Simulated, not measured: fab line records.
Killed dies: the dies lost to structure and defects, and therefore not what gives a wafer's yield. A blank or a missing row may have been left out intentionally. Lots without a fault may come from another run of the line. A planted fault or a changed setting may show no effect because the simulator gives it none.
Chamber matching || flow n5-finfet || 4 sister chambers for N5_MOL_CONTACT_COAG_ALD_27 on ald-sin-02
The step deposits SiOC, target thk 17 nm, pulse time 1.5 s, time 2720 s. 18 wafers are shown with their chamber, then 9 later ones without.

== WAFERS PAIRED WITH THEIR CHAMBERS ==
{"wafer": "L075.1", "chamber": 3, "heater-power-w (W)": 923, "precursor-pulse-height-rel": 0.993}
{"wafer": "L075.4", "chamber": 2, "heater-power-w (W)": 881, "precursor-pulse-height-rel": 1.002}
{"wafer": "L075.6", "chamber": 0, "heater-power-w (W)": 921, "precursor-pulse-height-rel": 0.997}
{"wafer": "L078.1", "chamber": 0, "heater-power-w (W)": 908, "precursor-pulse-height-rel": 0.965}
{"wafer": "L078.3", "chamber": 2, "heater-power-w (W)": 886, "precursor-pulse-height-rel": 0.987}
{"wafer": "L078.6", "chamber": 0, "heater-power-w (W)": 921, "precursor-pulse-height-rel": 0.989}
{"wafer": "L082.1", "chamber": 2, "heater-power-w (W)": 860, "precursor-pulse-height-rel": 1.021}
{"wafer": "L082.5", "chamber": 0, "heater-power-w (W)": 911, "precursor-pulse-height-rel": 0.982}
{"wafer": "L082.6", "chamber": 3, "heater-power-w (W)": 899, "precursor-pulse-height-rel": 0.961}
{"wafer": "L088.1", "chamber": 3, "heater-power-w (W)": 926, "precursor-pulse-height-rel": 0.992}
{"wafer": "L088.2", "chamber": 0, "heater-power-w (W)": 893, "precursor-pulse-height-rel": 1.009}
{"wafer": "L088.5", "chamber": 3, "heater-power-w (W)": 889, "precursor-pulse-height-rel": 1.006}
{"wafer": "L089.1", "chamber": 3, "heater-power-w (W)": 887, "precursor-pulse-height-rel": 1.011}
{"wafer": "L089.2", "chamber": 0, "heater-power-w (W)": 917, "precursor-pulse-height-rel": 0.936}
{"wafer": "L089.3", "chamber": 1, "heater-power-w (W)": 758, "precursor-pulse-height-rel": 1.040}
{"wafer": "L089.4", "chamber": 2, "heater-power-w (W)": 878, "precursor-pulse-height-rel": 1.011}
{"wafer": "L089.5", "chamber": 2, "heater-power-w (W)": 876, "precursor-pulse-height-rel": 0.983}
{"wafer": "L089.6", "chamber": 3, "heater-power-w (W)": 924, "precursor-pulse-height-rel": 1.006}

SIGNATURES (means of the wafers above)
{"reading": "heater-power-w", "chamber 0": 911.83, "chamber 1": 758.00, "chamber 2": 876.20, "chamber 3": 908.00, "scatter within a chamber": 13.7}
{"reading": "precursor-pulse-height-rel", "chamber 0": 0.97967, "chamber 1": 1.04000, "chamber 2": 1.00080, "chamber 3": 0.99483, "scatter within a chamber": 0.0208}
Rule: for each reading, subtract the chamber's mean from the wafer's reading, divide by that reading's scatter and square the result; add these up over the readings and take the root, which gives the wafer's distance from the chamber. The wafer belongs to the nearest chamber; if the next one is less than 2 further off, it can't be placed. How the scatter is found: for the shown wafers, subtract from each reading the mean of its chamber, square and add these, divide the total by (wafers less chambers), then take the root.

== WAFERS WHOSE CHAMBER IS MISSING ==
{"wafer": "L091.1", "heater-power-w (W)": 896, "precursor-pulse-height-rel": 0.988}
{"wafer": "L091.3", "heater-power-w (W)": 901, "precursor-pulse-height-rel": 0.970}
{"wafer": "L091.6", "heater-power-w (W)": 910, "precursor-pulse-height-rel": 1.000}
{"wafer": "L093.3", "heater-power-w (W)": 744, "precursor-pulse-height-rel": 1.010}
{"wafer": "L093.4", "heater-power-w (W)": 862, "precursor-pulse-height-rel": 1.023}
{"wafer": "L093.5", "heater-power-w (W)": 904, "precursor-pulse-height-rel": 1.014}
{"wafer": "L097.1", "heater-power-w (W)": 919, "precursor-pulse-height-rel": 1.023}
{"wafer": "L097.3", "heater-power-w (W)": 918, "precursor-pulse-height-rel": 1.016}
{"wafer": "L097.5", "heater-power-w (W)": 917, "precursor-pulse-height-rel": 0.990}

== WHICH CHAMBER EACH WENT THROUGH ==
{"wafer": "L091.1", "from the rows above": "can't be placed: 3 or 0 or 2", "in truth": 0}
{"wafer": "L091.3", "from the rows above": "can't be placed: 0 or 3 or 2", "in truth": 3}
{"wafer": "L091.6", "from the rows above": "can't be placed: 3 or 0", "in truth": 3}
{"wafer": "L093.3", "from the rows above": 1, "in truth": 1}
{"wafer": "L093.4", "from the rows above": 2, "in truth": 2}
{"wafer": "L093.5", "from the rows above": "can't be placed: 3 or 0 or 2", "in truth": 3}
{"wafer": "L097.1", "from the rows above": "can't be placed: 3 or 0 or 2", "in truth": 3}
{"wafer": "L097.3", "from the rows above": "can't be placed: 3 or 0 or 2", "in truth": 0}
{"wafer": "L097.5", "from the rows above": "can't be placed: 0 or 3", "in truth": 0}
Placed correctly: 2 of 9. Can't be placed from these rows: 7 (the true chamber is among the candidates in 7). Number placed wrongly: 0.
